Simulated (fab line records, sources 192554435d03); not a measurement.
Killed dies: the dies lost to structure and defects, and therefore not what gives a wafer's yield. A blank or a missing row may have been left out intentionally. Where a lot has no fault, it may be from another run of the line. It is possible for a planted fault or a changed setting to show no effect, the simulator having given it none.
fab line records ; flow n5_finfet
[record] lots = 7; wafers = 21
route steps=1938 shown BEOL_M12@1604 BEOL_M13@1680 BEOL_M14@1762 BEOL_M15@1800
start_h: start of the lot's first displayed wafer, in hours after the record's first day ; wait_h: hours elapsed since this lot's preceding step ; " same as the row above ; L1.1+2: a row that stands for several wafers ; - value missing, or start not given ; * or withheld: withheld ; < > ~ a bound
route shown NAME@n: NAME is a module with steps in the file, n the number in the route of the first one ; usual: the fault-free wafers' mean and standard deviation ; same: alike in all rows ; chamber/n: place in a boat ; sites: the reading at each site ; _std_site: their standard deviation ; _edge_site: the outer-site mean with the inner-site mean subtracted ; radius_mm: how far each site lies from the wafer's centre ; mask NAME#n: copy n ; behind: the most recent tool/chamber to have shaped the wafer ; hold: the reason the lot was held/the length of the hold in hours/how it ended ; device: the transistor (n, p or np) that didn't switch ; end of line: tests run on the same wafers once the route is complete ; for a step that has no rows: nothing shown but its recipe ; killed: not the wafer's yield, but the dies lost to structure and defects at the first sort ; map: a wafer's dies, marking killed ones x, the rest . and places with no die _
set.NAME: the run value of the setting; set.NAME@STEP: its run value at that earlier step ; model.NAME: the simulator's own value behind a step, which no gauge read
lots run with intentionally changed settings; tables by step, rows by wafer
[[steps]]
[step N5_BEOL_M12_COAT_58]
[recipe] resist = BARC; temp_c = 205; time_s = 60; spin_rpm = 1500; resist_thk_nm = 89
lot.wafer;tool;chamber;start_h;wait_h;set.spin_rpm;model.BARC_of_BEOL_M12_COAT_58.thk_nm
L075.1+2+5;litho_track-04;0;238.33;0.0;1500;89
L081.1;litho_track-02;0;263.01;0.0;1500;89
L081.2;litho_track-02;0;263.01;0.0;1500;89.2
L081.5;litho_track-02;0;263.01;0.0;1500;89.4
L084.1;litho_track-02;0;283.84;0.0;1500;88.6
L084.3+6;litho_track-02;0;283.84;0.0;1500;88.8
L089.3;litho_track-02;0;315.06;0.0;1500;88.8
L089.5+6;litho_track-02;0;315.06;0.0;1500;89
L092.3+5;litho_track-04;0;335.24;0.0;1630;85.2
L092.4;litho_track-04;0;335.24;0.0;1500;88.8
L094.1+6;litho_track-04;0;351.39;0.0;1500;88.4
L094.3;litho_track-04;0;351.39;0.0;1400;91.8
L096.1+3;litho_track-01;0;363.86;0.0;1500;89.2
L096.6;litho_track-01;0;363.86;0.0;1598;86.4
[step N5_BEOL_M12_PEB_08]
[recipe] peb_temp_c = 130; peb_time_s = 90
lot.wafer;tool;chamber;start_h;wait_h;set.peb_time_s
L075.1+2+5;litho_track-01;0;238.49;0.1;78.39
L081.1+5;litho_track-01;0;263.17;0.1;90
L081.2;litho_track-01;0;263.17;0.1;82.55
L084.1+3+6;litho_track-04;0;284.00;0.1;90
L089.3+5;litho_track-02;0;315.22;0.0;96.39
L089.6;litho_track-02;0;315.22;0.0;90
L092.3+4;litho_track-02;0;335.39;0.0;76.56
L092.5;litho_track-02;0;335.39;0.0;90
L094.1+3+6;litho_track-01;0;351.54;0.1;90
L096.1+3;litho_track-04;0;364.14;0.1;78.02
L096.6;litho_track-04;0;364.14;0.1;90
[step N5_BEOL_M12_DEVELOP_09]
[recipe] develop_time_s = 45; rinse_liquid = diw; dry = air_spin; dev_temp_c = 21
[step N5_BEOL_M12_HARDBAKE_14]
[recipe] temp_c = 130; time_s = 120
[step N5_BEOL_M12_DESCUM_15]
[recipe] chemistry = O2; time_s = 7.9; source_power_w = 50; bias_power_w = 20; pressure_mtorr = 20; rf_frequency_hz = 2.712e+07; temp_c = 40; o2_flow_sccm = 225
[step N5_BEOL_M12_ETCH_59]
[recipe] chemistry = N2/H2; target = BARC; target_depth_a = 890; overetch_a = 267; time_s = 67.9; ion_energy_ev = 200; pressure_mtorr = 30; source_w = 840; bias_w = 150; n2_flow_sccm = 200; h2_flow_sccm = 200
lot.wafer;tool;chamber;start_h;wait_h;set.spin_rpm@BEOL_M12_COAT_58;model.etch.depth_nm
L075.1;rie_diel-01;2;239.18;0.0;1500;89
L075.2;rie_diel-01;0;239.18;0.0;1500;88.94
L075.5;rie_diel-01;2;239.18;0.0;1500;89.08
L081.1;rie_diel-03;1;263.41;0.0;1500;89.02
L081.2;rie_diel-03;0;263.41;0.0;1500;89.11
L081.5;rie_diel-03;3;263.41;0.0;1500;89.3
L084.1;rie_diel-04;2;284.47;0.0;1500;88.54
L084.3;rie_diel-04;3;284.47;0.0;1500;88.71
L084.6;rie_diel-04;3;284.47;0.0;1500;88.73
L089.3;rie_diel-01;3;315.46;0.0;1500;88.8
L089.5;rie_diel-01;0;315.46;0.0;1500;88.91
L089.6;rie_diel-01;3;315.46;0.0;1500;89.08
L092.3;rie_diel-04;1;335.63;0.0;1630;85.14
L092.4;rie_diel-04;3;335.63;0.0;1500;88.86
L092.5;rie_diel-04;2;335.63;0.0;1630;85.25
L094.1;rie_diel-04;1;351.78;0.0;1500;88.44
L094.3;rie_diel-04;2;351.78;0.0;1400;91.84
L094.6;rie_diel-04;1;351.78;0.0;1500;88.39
L096.1;rie_diel-01;3;364.38;0.0;1500;89.14
L096.3;rie_diel-01;2;364.38;0.0;1500;89.18
L096.6;rie_diel-01;2;364.38;0.0;1598;86.42
[step N5_BEOL_M12_STRIP_63]
[recipe] chemistry = N2/H2; power_w = 1000; temp_c = 250; h2_frac = 0.65; overash_fraction = 0.3; pressure_mtorr = 1000; n2_flow_sccm = 1750; h2_flow_sccm = 3250
lot.wafer;tool;chamber;start_h;wait_h;set.h2_flow_sccm
L075.1+2;plasma_asher-01;0,1;239.43;-;3425
L075.5;plasma_asher-01;1;239.43;-;3250
L081.1+2;plasma_asher-01;1,0;263.66;-;3250
L081.5;plasma_asher-01;1;263.66;-;3376
L084.1+3+6;plasma_asher-02;1,1,0;284.72;-;3250
L089.3;plasma_asher-02;1;315.73;-;3024
L089.5+6;plasma_asher-02;0,1;315.73;-;3250
L092.3;plasma_asher-01;1;335.97;-;3250
L092.4+5;plasma_asher-01;0;335.97;-;3079
L094.1+3+6;plasma_asher-02;1;352.03;-;3250
L096.1+6;plasma_asher-02;0,1;364.63;-;3044
L096.3;plasma_asher-02;0;364.63;-;3250
[step N5_BEOL_M12_STRIP_64]
[recipe] chemistry = N2/H2; power_w = 1000; temp_c = 250; h2_frac = 0.65; overash_fraction = 0.3; pressure_mtorr = withheld; n2_flow_sccm = 1750; h2_flow_sccm = 3250
[usual] strip_time_to_endpoint_s = 31.30/0.07
lot.wafer;tool;chamber;start_h;wait_h;set.spin_rpm@BEOL_M12_COAT_58;strip_time_to_endpoint_s
L075.1;plasma_asher-01;0;239.49;0.0;1500;31.32
L075.2;plasma_asher-01;1;239.49;0.0;1500;31.31
L075.5;plasma_asher-01;1;239.49;0.0;1500;31.33
L081.1;plasma_asher-01;1;263.72;0.0;1500;31.32
L081.2;plasma_asher-01;0;263.72;0.0;1500;31.34
L081.5;plasma_asher-01;1;263.72;0.0;1500;31.40
L084.1;plasma_asher-02;1;284.78;0.0;1500;31.17
L084.3;plasma_asher-02;1;284.78;0.0;1500;31.23
L084.6;plasma_asher-02;0;284.78;0.0;1500;31.22
L089.3;plasma_asher-02;1;315.79;0.0;1500;31.25
L089.5;plasma_asher-02;0;315.79;0.0;1500;31.29
L089.6;plasma_asher-02;1;315.79;0.0;1500;31.33
L092.3;plasma_asher-01;1;336.03;0.0;1630;30.20
L092.4;plasma_asher-01;0;336.03;0.0;1500;31.28
L092.5;plasma_asher-01;0;336.03;0.0;1630;30.25
L094.1;plasma_asher-02;1;352.09;0.0;1500;31.16
L094.3;plasma_asher-02;1;352.09;0.0;1400;32.13
L094.6;plasma_asher-02;1;352.09;0.0;1500;31.13
L096.1;plasma_asher-02;0;364.69;0.0;1500;31.35
L096.3;plasma_asher-02;0;364.69;0.0;1500;31.36
L096.6;plasma_asher-02;1;364.69;0.0;1598;30.56
[step N5_BEOL_M13_COAT_65]
[recipe] resist = SOC; temp_c = 250; time_s = 60; spin_rpm = 1500; resist_thk_nm = 350
lot.wafer;tool;chamber;start_h;wait_h;set.spin_rpm;model.SOC_of_BEOL_M13_COAT_65.thk_nm
L075.1;litho_track-05;0;244.36;0.0;1647;334
L075.2;litho_track-05;0;244.36;0.0;1647;334.8
L075.5;litho_track-05;0;244.36;0.0;1500;348.8
L081.1;litho_track-01;0;268.43;0.0;1500;350.2
L081.2;litho_track-01;0;268.43;0.0;1500;350
L081.5;litho_track-01;0;268.43;0.0;1500;350.8
L084.1;litho_track-01;0;291.00;0.0;1500;349.2
L084.3;litho_track-01;0;291.00;0.0;1500;348.8
L084.6;litho_track-01;0;291.00;0.0;1500;349.6
L089.3;litho_track-01;0;324.45;0.0;1500;348.8
L089.5;litho_track-01;0;324.45;0.0;1500;349.2
L089.6;litho_track-01;0;324.45;0.0;1592;339
L092.3;litho_track-05;0;342.90;0.0;1598;337.8
L092.4;litho_track-05;0;342.90;0.0;1598;338.8
L092.5;litho_track-05;0;342.90;0.0;1500;349
L094.1;litho_track-01;0;359.14;0.0;1500;350
L094.3;litho_track-01;0;359.14;0.0;1500;349.2
L094.6;litho_track-01;0;359.14;0.0;1666;332.6
L096.1;litho_track-05;0;370.58;0.0;1500;350.6
L096.3;litho_track-05;0;370.58;0.0;1500;350
L096.6;litho_track-05;0;370.58;0.0;1500;350.2
[step N5_BEOL_M14_SPUTTER_43]
[recipe] material = TaN; target_thk_a = 150; temp_c = 50; bias_v = 168.6; power_w = 15000; chamber_pressure_pa = 0.12; time_s = 24.19
lot.wafer;tool;chamber;start_h;wait_h;set.power_w;model.TaN_of_BEOL_M14_SPUTTER_43.thk_nm
L075.1+2;pvd_sputter-02;-;255.03;0.0;15000;15.4
L075.5;pvd_sputter-02;-;255.03;0.0;15000;14.8
L081.1;pvd_sputter-02;-;279.20;0.0;17460;18
L081.2;pvd_sputter-02;-;279.20;0.0;15000;15.4
L081.5;pvd_sputter-02;-;279.20;0.0;15000;15.2
L084.1;pvd_sputter-02;-;300.34;0.0;15000;15
L084.3;pvd_sputter-02;-;300.34;0.0;15000;15.2
L084.6;pvd_sputter-02;-;300.34;0.0;15000;14.6
L089.3+6;pvd_sputter-01;-;339.65;0.0;15000;15
L089.5;pvd_sputter-01;-;339.65;0.0;15000;14.8
L092.3;pvd_sputter-01;-;350.10;0.0;15000;15
L092.4+5;pvd_sputter-01;-;350.10;0.0;15000;15.4
L094.1;pvd_sputter-03;-;367.23;0.0;16930;17.2
L094.3;pvd_sputter-03;-;367.23;0.0;15000;15
L094.6;pvd_sputter-03;-;367.23;0.0;15000;15.4
L096.1+3;pvd_sputter-02;-;379.17;0.0;15000;15.2
L096.6;pvd_sputter-02;-;379.17;0.0;12850;13.2
[step N5_BEOL_M14_SPUTTER_44]
[recipe] material = Ta; target_thk_a = 150; temp_c = 50; bias_v = 80; power_w = 15000; chamber_pressure_pa = 0.07; time_s = 24.19
[step N5_BEOL_M14_SPUTTER_45]
[recipe] material = Cu; target_thk_a = 1000; temp_c = -20; bias_v = 60; power_w = 26000; chamber_pressure_pa = 0.13; time_s = 16.67
[step N5_BEOL_M14_ECD_47]
[recipe] material = Cu; target_thk_a = 12480
[step N5_BEOL_M14_ANNEAL_48]
[recipe] temp_c = 225; time_s = 90; ambient = N2
[step N5_BEOL_M14_CMP_49]
[recipe] stop_on = SiO2; t_overpolish_s = 5.2; down_force_psi = 2; platen_rpm = 80; clearing_platen_down_force_psi = 2; clearing_platen_rpm = 80; post_cmp_clean = cu_alkaline; target_thk_nm = 560; clearing_platen_pad_velocity_m_s = 1.5917; pad_velocity_m_s = 1.5917
[usual] barrier_field_endpoint_s = 11.38/0.29
lot.wafer;tool;chamber;start_h;wait_h;set.power_w@BEOL_M14_SPUTTER_43;barrier_field_endpoint_s
L075.2;cmp-04;2;255.83;0.2;15000;11.64
L075.1;cmp-04;0;255.83;0.2;15000;11.33
L075.5;cmp-04;1;255.83;0.2;15000;11.37
L081.1;cmp-03;1;280.04;0.3;17460;11.97
L081.2;cmp-03;2;280.04;0.3;15000;11.03
L081.5;cmp-03;3;280.04;0.3;15000;10.75
L084.3;cmp-03;1;301.14;0.2;15000;11.58
L084.1;cmp-03;0;301.14;0.2;15000;11.88
L084.6;cmp-03;2;301.14;0.2;15000;11.42
L089.3;cmp-04;3;340.94;0.2;15000;11.78
L089.6;cmp-04;3;340.94;0.2;15000;11.94
L089.5;cmp-04;0;340.94;0.2;15000;11.37
L092.4;cmp-04;3;351.06;0.2;15000;11.55
L092.3;cmp-04;0;351.06;0.2;15000;11.10
L092.5;cmp-04;2;351.06;0.2;15000;11.44
L094.3;cmp-01;0;368.07;0.2;15000;11.70
L094.1;cmp-01;1;368.07;0.2;16930;12.45
L094.6;cmp-01;2;368.07;0.2;15000;11.53
L096.3;cmp-01;3;381.07;0.5;15000;10.71
L096.1;cmp-01;1;381.07;0.5;15000;11.26
L096.6;cmp-01;3;381.07;0.5;12850;10.05
[step N5_BEOL_M15_EXPOSE_25]
[recipe] mask_id = M15; na = 0.8; source_shape = annular; sigma_inner = 0.5; sigma_outer = 0.8; polarization = unpolarized; target_cd_nm = 400; dose_mj = 35.5
lot.wafer;tool;chamber;start_h;wait_h;mask;set.dose_mj
L075.1+5;krf_scanner-01;0;258.42;-;M15#0;36.3
L075.2;krf_scanner-01;0;258.42;-;M15#0;35.5
L081.1+2+5;krf_scanner-02;0;282.69;-;M15#0;35.5
L084.1+3+6;krf_scanner-02;0;303.71;-;M15#0;35.5
L089.3;krf_scanner-02;0;343.30;-;M15#0;35.5
L089.5+6;krf_scanner-02;0;343.30;-;M15#0;33.01
L092.3;krf_scanner-01;0;353.49;-;M15#0;37.23
L092.4+5;krf_scanner-01;0;353.49;-;M15#0;35.5
L094.1+3+6;krf_scanner-02;0;370.32;-;M15#0;35.5
L096.1;krf_scanner-02;0;383.58;-;M15#0;35.5
L096.3+6;krf_scanner-02;0;383.58;-;M15#0;33.12
[step N5_BEOL_M15_PEB_26]
[recipe] peb_temp_c = 130; peb_time_s = 90
[step N5_BEOL_M15_DEVELOP_27]
[recipe] develop_time_s = 45; rinse_liquid = diw; dry = air_spin; dev_temp_c = 21
[step N5_BEOL_M15_HARDBAKE_32]
[recipe] temp_c = 130; time_s = 120
[step N5_BEOL_M15_CD_MEAS_28]
[recipe] target_cd_nm = 407.6; landing_energy_ev = 500; detector = se_inlens
[usual] cd_nm = 406.5/2
lot.wafer;tool;chamber;start_h;wait_h;set.dose_mj@BEOL_M15_EXPOSE_25;cd_nm
L075.1;cd_sem-03;0;258.59;-;36.3;406.6
L075.2;cd_sem-03;0;258.59;-;35.5;407.7
L075.5;cd_sem-03;0;258.59;-;36.3;406.3
L081.1;cd_sem-01;0;282.86;-;35.5;405.4
L081.2;cd_sem-01;0;282.86;-;35.5;406.6
L081.5;cd_sem-01;0;282.86;-;35.5;402.7
L084.1;cd_sem-01;0;303.88;-;35.5;409.8
L084.3;cd_sem-01;0;303.88;-;35.5;404.3
L084.6;cd_sem-01;0;303.88;-;35.5;407.3
L089.3;cd_sem-01;0;343.46;-;35.5;407.7
L089.5;cd_sem-01;0;343.46;-;33.01;394.7
L089.6;cd_sem-01;0;343.46;-;33.01;398.4
L092.3;cd_sem-01;0;353.66;-;37.23;416.2
L092.4;cd_sem-01;0;353.66;-;35.5;406.7
L092.5;cd_sem-01;0;353.66;-;35.5;408.0
L094.1;cd_sem-02;0;370.49;-;35.5;405.2
L094.3;cd_sem-02;0;370.49;-;35.5;407.7
L094.6;cd_sem-02;0;370.49;-;35.5;405.4
L096.1;cd_sem-02;0;383.75;-;35.5;408.9
L096.3;cd_sem-02;0;383.75;-;33.12;393.3
L096.6;cd_sem-02;0;383.75;-;33.12;395.6
[step N5_BEOL_M15_DESCUM_33]
[recipe] chemistry = O2; time_s = 7.9; source_power_w = 50; bias_power_w = 20; pressure_mtorr = 20; rf_frequency_hz = 2.712e+07; temp_c = 40; o2_flow_sccm = 225
lot.wafer;tool;chamber;start_h;wait_h;set.dose_mj@BEOL_M15_EXPOSE_25;model.BEOL_M15.cd_nm
L075.1;rie_diel-05;2;258.68;0.0;36.3;406.4
L075.2;rie_diel-05;0;258.68;0.0;35.5;407.6
L075.5;rie_diel-05;1;258.68;0.0;36.3;406.2
L081.1;rie_diel-02;2;282.95;0.0;35.5;405
L081.2;rie_diel-02;3;282.95;0.0;35.5;406.6
L081.5;rie_diel-02;2;282.95;0.0;35.5;402.2
L084.1;rie_diel-02;0;303.97;0.0;35.5;409.4
L084.3;rie_diel-02;2;303.97;0.0;35.5;404.4
L084.6;rie_diel-02;0;303.97;0.0;35.5;407
L089.3;rie_diel-06;2;343.83;0.3;35.5;407.6
L089.5;rie_diel-06;0;343.83;0.3;33.01;395
L089.6;rie_diel-06;1;343.83;0.3;33.01;398.2
L092.3;rie_diel-02;0;354.35;0.6;37.23;416.6
L092.4;rie_diel-02;1;354.35;0.6;35.5;406.4
L092.5;rie_diel-02;3;354.35;0.6;35.5;407.8
L094.1;rie_diel-05;2;370.58;0.0;35.5;405.4
L094.3;rie_diel-05;3;370.58;0.0;35.5;408
L094.6;rie_diel-05;0;370.58;0.0;35.5;405
L096.1;rie_diel-06;1;383.84;0.0;35.5;409
L096.3;rie_diel-06;2;383.84;0.0;33.12;393.6
L096.6;rie_diel-06;2;383.84;0.0;33.12;395.6
[step N5_BEOL_M15_ETCH_61]
[recipe] chemistry = N2/H2; target = BARC; target_depth_a = 890; overetch_a = 267; time_s = 67.9; ion_energy_ev = 200; pressure_mtorr = 30; source_w = 840; bias_w = 150; n2_flow_sccm = 200; h2_flow_sccm = 200
lot.wafer;tool;chamber;start_h;wait_h;set.dose_mj@BEOL_M15_EXPOSE_25;model.BEOL_M15.cd_nm
L075.1;rie_diel-05;2;258.71;0.0;36.3;398.4
L075.2;rie_diel-05;0;258.71;0.0;35.5;399.8
L075.5;rie_diel-05;1;258.71;0.0;36.3;397.8
L081.1;rie_diel-02;2;282.99;0.0;35.5;397.8
L081.2;rie_diel-02;3;282.99;0.0;35.5;399.8
L081.5;rie_diel-02;2;282.99;0.0;35.5;394.2
L084.1;rie_diel-02;0;304.00;0.0;35.5;401
L084.3;rie_diel-02;2;304.00;0.0;35.5;396.2
L084.6;rie_diel-02;0;304.00;0.0;35.5;399.8
L089.3;rie_diel-06;2;343.86;0.0;35.5;399
L089.5;rie_diel-06;0;343.86;0.0;33.01;388.6
L089.6;rie_diel-06;1;343.86;0.0;33.01;389.4
L092.3;rie_diel-02;0;354.39;0.0;37.23;409.2
L092.4;rie_diel-02;1;354.39;0.0;35.5;400.2
L092.5;rie_diel-02;3;354.39;0.0;35.5;399.6
L094.1;rie_diel-05;2;370.61;0.0;35.5;397.6
L094.3;rie_diel-05;3;370.61;0.0;35.5;400.6
L094.6;rie_diel-05;0;370.61;0.0;35.5;398.6
L096.1;rie_diel-06;1;383.87;0.0;35.5;400.2
L096.3;rie_diel-06;2;383.87;0.0;33.12;385.4
L096.6;rie_diel-06;2;383.87;0.0;33.12;388.6
[step N5_BEOL_M15_TRENCH_ETCH_34]
[recipe] chemistry = C4F8/O2/Ar; target = SiO2; target_depth_a = 8729.3; he_inner_torr = 15; he_outer_torr = 30; time_s = 199; ion_energy_ev = 800; pressure_mtorr = 20; source_w = 1905; bias_w = 2040; Ar_flow_sccm = 400; C4F8_flow_sccm = 16; O2_flow_sccm = 12
lot.wafer;tool;chamber;start_h;wait_h;set.time_s;model.etch.depth_nm;model.coat_of_BEOL_M15_COAT_22.thk_nm
L075.1;rie_diel-05;2;258.76;0.0;199;875.2;542.2
L075.2;rie_diel-05;0;258.76;0.0;239.8;1035;512.8
L075.5;rie_diel-05;1;258.76;0.0;239.8;1019;513.2
L081.1;rie_diel-02;2;283.04;0.0;199;846.9;550.8
L081.2;rie_diel-02;3;283.04;0.0;199;853.6;548.2
L081.5;rie_diel-02;2;283.04;0.0;160.8;685.5;583.6
L084.1;rie_diel-02;0;304.05;0.0;199;862.5;538
L084.3;rie_diel-02;2;304.05;0.0;199;833.2;549.8
L084.6;rie_diel-02;0;304.05;0.0;199;866.2;538.8
L089.3;rie_diel-06;2;343.91;0.0;199;900;536.2
L089.5;rie_diel-06;0;343.91;0.0;199;859.7;550.6
L089.6;rie_diel-06;1;343.91;0.0;187.1;814.5;556
L092.3;rie_diel-02;0;354.44;0.0;218.1;949.1;527.8
L092.4;rie_diel-02;1;354.44;0.0;218.1;957.9;531.2
L092.5;rie_diel-02;3;354.44;0.0;199;852.7;549.8
L094.1;rie_diel-05;2;370.66;0.0;182.9;804;557
L094.3;rie_diel-05;3;370.66;0.0;182.9;768.2;569.4
L094.6;rie_diel-05;0;370.66;0.0;199;868;544.2
L096.1;rie_diel-06;1;383.92;0.0;199;865.6;546.2
L096.3;rie_diel-06;2;383.92;0.0;199;886.3;538.4
L096.6;rie_diel-06;2;383.92;0.0;199;890.3;536.2
[step N5_BEOL_M15_STRIP_36]
[recipe] chemistry = O2; power_w = 600; temp_c = 60; pressure_mtorr = 30; rf_frequency_hz = 6e+07; bias_power_w = 0; overash_fraction = 0.3; o2_flow_sccm = 225
[step N5_BEOL_M15_ECD_47]
[recipe] material = Cu; target_thk_a = 18600
[step N5_BEOL_M15_ANNEAL_48]
[recipe] temp_c = 225; time_s = 90; ambient = N2
[step N5_BEOL_M15_CMP_49]
[recipe] stop_on = SiO2; t_overpolish_s = 4.9; down_force_psi = 2; platen_rpm = 80; clearing_platen_down_force_psi = 2; clearing_platen_rpm = 80; post_cmp_clean = cu_alkaline; target_thk_nm = 850; clearing_platen_pad_velocity_m_s = 1.5917; pad_velocity_m_s = 1.5917
lot.wafer;tool;chamber;start_h;wait_h;set.time_s@BEOL_M15_TRENCH_ETCH_34;model.Cu_of_BEOL_M15_ECD_47.thk_nm
L075.2;cmp-03;1;261.22;0.2;239.8;1012
L075.1;cmp-03;0;261.22;0.2;199;853.6
L075.5;cmp-03;1;261.22;0.2;239.8;996
L081.1;cmp-03;1;290.61;0.3;199;822.8
L081.2;cmp-03;2;290.61;0.3;199;830.2
L081.5;cmp-03;0;290.61;0.3;160.8;663.2
L084.3;cmp-02;0;307.61;0.2;199;809.8
L084.1;cmp-02;3;307.61;0.2;199;840
L084.6;cmp-02;0;307.61;0.2;199;843.2
L089.3;cmp-02;3;348.93;0.2;199;877.2
L089.6;cmp-02;3;348.93;0.2;187.1;792
L089.5;cmp-02;0;348.93;0.2;199;837.6
L092.3;cmp-03;1;357.17;0.2;218.1;924.6
L092.4;cmp-03;2;357.17;0.2;218.1;933.4
L092.5;cmp-03;1;357.17;0.2;199;827.8
L094.3;cmp-02;2;375.06;0.2;182.9;744.8
L094.1;cmp-02;3;375.06;0.2;182.9;781.6
L094.6;cmp-02;1;375.06;0.2;199;846.4
L096.1;cmp-02;1;388.27;0.3;199;844
L096.3;cmp-02;0;388.27;0.3;199;863.8
L096.6;cmp-02;2;388.27;0.3;199;868.4
[step N5_BEOL_M15_THK_MEAS_50]
[recipe] thk_meas_gauge = xrf; reads = Cu_of_BEOL_M15_ECD_47
[usual] M15_THK = 843/20
lot.wafer;tool;chamber;start_h;wait_h;set.time_s@BEOL_M15_TRENCH_ETCH_34;M15_THK[nm]
L075.1;film_metro-02;-;261.51;-;199;866
L075.2;film_metro-02;-;261.51;-;239.8;1021
L075.5;film_metro-02;-;261.51;-;239.8;1006
L081.1;film_metro-01;-;290.87;-;199;808
L081.2;film_metro-01;-;290.87;-;199;818
L081.5;film_metro-01;-;290.87;-;160.8;653
L084.1;film_metro-01;-;307.90;-;199;836
L084.3;film_metro-01;-;307.90;-;199;806
L084.6;film_metro-01;-;307.90;-;199;837
L089.3;film_metro-02;-;349.23;-;199;885
L089.5;film_metro-02;-;349.23;-;199;845
L089.6;film_metro-02;-;349.23;-;187.1;801
L092.3;film_metro-02;-;357.46;-;218.1;932
L092.4;film_metro-02;-;357.46;-;218.1;938
L092.5;film_metro-02;-;357.46;-;199;836
L094.1;film_metro-01;-;375.31;-;182.9;773
L094.3;film_metro-01;-;375.31;-;182.9;743
L094.6;film_metro-01;-;375.31;-;199;843
L096.1;film_metro-01;-;388.56;-;199;837
L096.3;film_metro-01;-;388.56;-;199;852
L096.6;film_metro-01;-;388.56;-;199;864
[step N5_BEOL_M15_PRE_CLEAN_52]
[recipe] gas = NH3; time_s = 15; temp_c = withheld; rf_power_w = 300
[step N5_BEOL_M15_DEP_53]
[recipe] material = SiCN; target_thk_a = 500; temp_c = withheld; precursor = 3MS/NH3; pressure_torr = 3; rf_w = 675; time_s = 17.8
[step N5_BEOL_M15_RS_MEAS_54]
[recipe] thk_meas_gauge = four-point-probe; reads = Cu_of_BEOL_M15_ECD_47+Ta_of_BEOL_M15_SPUTTER_44+TaN_of_BEOL_M15_SPUTTER_43
[usual] M15_RS = 0.0217/0.00051
lot.wafer;tool;chamber;start_h;wait_h;set.time_s@BEOL_M15_TRENCH_ETCH_34;M15_RS[ohm/sq]
L075.1;film_metro-02;-;261.64;0.0;199;0.0214
L075.2;film_metro-02;-;261.64;0.0;239.8;0.0180
L075.5;film_metro-02;-;261.64;0.0;239.8;0.0183
L081.1;film_metro-01;-;291.03;0.1;199;0.0222
L081.2;film_metro-01;-;291.03;0.1;199;0.0221
L081.5;film_metro-01;-;291.03;0.1;160.8;0.0277
L084.1;film_metro-01;-;308.03;0.0;199;0.0218
L084.3;film_metro-01;-;308.03;0.0;199;0.0226
L084.6;film_metro-01;-;308.03;0.0;199;0.0217
L089.3;film_metro-02;-;349.36;0.1;199;0.0209
L089.5;film_metro-02;-;349.36;0.1;199;0.0218
L089.6;film_metro-02;-;349.36;0.1;187.1;0.0231
L092.3;film_metro-01;-;357.59;0.1;218.1;0.0198
L092.4;film_metro-01;-;357.59;0.1;218.1;0.0196
L092.5;film_metro-01;-;357.59;0.1;199;0.0222
L094.1;film_metro-02;-;375.44;0.0;182.9;0.0235
L094.3;film_metro-02;-;375.44;0.0;182.9;0.0246
L094.6;film_metro-02;-;375.44;0.0;199;0.0217
L096.1;film_metro-02;-;388.72;0.1;199;0.0217
L096.3;film_metro-02;-;388.72;0.1;199;0.0211
L096.6;film_metro-02;-;388.72;0.1;199;0.0211
[[key]]
[split] step = N5_BEOL_M12_COAT_58; setting = spin_rpm; stated = 1500; by = wafer
[response] step = N5_BEOL_M12_COAT_58; reading = model.BARC_of_BEOL_M12_COAT_58.thk_nm; change = -0.445; per = 1%; r = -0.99
[response] step = N5_BEOL_M12_ETCH_59; reading = model.etch.depth_nm; change = -0.447; per = 1%; r = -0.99
[response] step = N5_BEOL_M12_STRIP_64; reading = strip_time_to_endpoint_s; change = *; per = 1%; r = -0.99
[split] step = N5_BEOL_M12_PEB_08; setting = peb_time_s; stated = 90; by = wafer
response none clear
[split] step = N5_BEOL_M12_STRIP_63; setting = h2_flow_sccm; stated = 3250; by = wafer
response none clear
[split] step = N5_BEOL_M13_COAT_65; setting = spin_rpm; stated = 1500; by = wafer
[response] step = N5_BEOL_M13_COAT_65; reading = model.SOC_of_BEOL_M13_COAT_65.thk_nm; change = -1.54; per = 1%; r = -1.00
[split] step = N5_BEOL_M14_SPUTTER_43; setting = power_w; stated = 15000; by = wafer
[response] step = N5_BEOL_M14_SPUTTER_43; reading = model.TaN_of_BEOL_M14_SPUTTER_43.thk_nm; change = +0.154; per = 1%; r = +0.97
[response] step = N5_BEOL_M14_CMP_49; reading = barrier_field_endpoint_s; change = +0.0654; per = 1%; r = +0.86
[split] step = N5_BEOL_M15_EXPOSE_25; setting = dose_mj; stated = 35.5; by = wafer
[response] step = N5_BEOL_M15_CD_MEAS_28; reading = cd_nm; change = +1.75; per = 1%; r = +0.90
[response] step = N5_BEOL_M15_DESCUM_33; reading = model.BEOL_M15.cd_nm; change = +1.77; per = 1%; r = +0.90
[response] step = N5_BEOL_M15_ETCH_61; reading = model.BEOL_M15.cd_nm; change = +1.63; per = 1%; r = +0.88
[split] step = N5_BEOL_M15_TRENCH_ETCH_34; setting = time_s; stated = 199; by = wafer
[response] step = N5_BEOL_M15_TRENCH_ETCH_34; reading = model.etch.depth_nm; change = +8.45; per = 1%; r = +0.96
[response] step = N5_BEOL_M15_TRENCH_ETCH_34; reading = model.coat_of_BEOL_M15_COAT_22.thk_nm; change = -1.71; per = 1%; r = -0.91
[response] step = N5_BEOL_M15_CMP_49; reading = model.Cu_of_BEOL_M15_ECD_47.thk_nm; change = +8.41; per = 1%; r = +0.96
[response] step = N5_BEOL_M15_THK_MEAS_50; reading = M15_THK; change = +8.25; per = 1%; r = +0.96
[response] step = N5_BEOL_M15_RS_MEAS_54; reading = M15_RS; change = -0.000232; per = 1%; r = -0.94
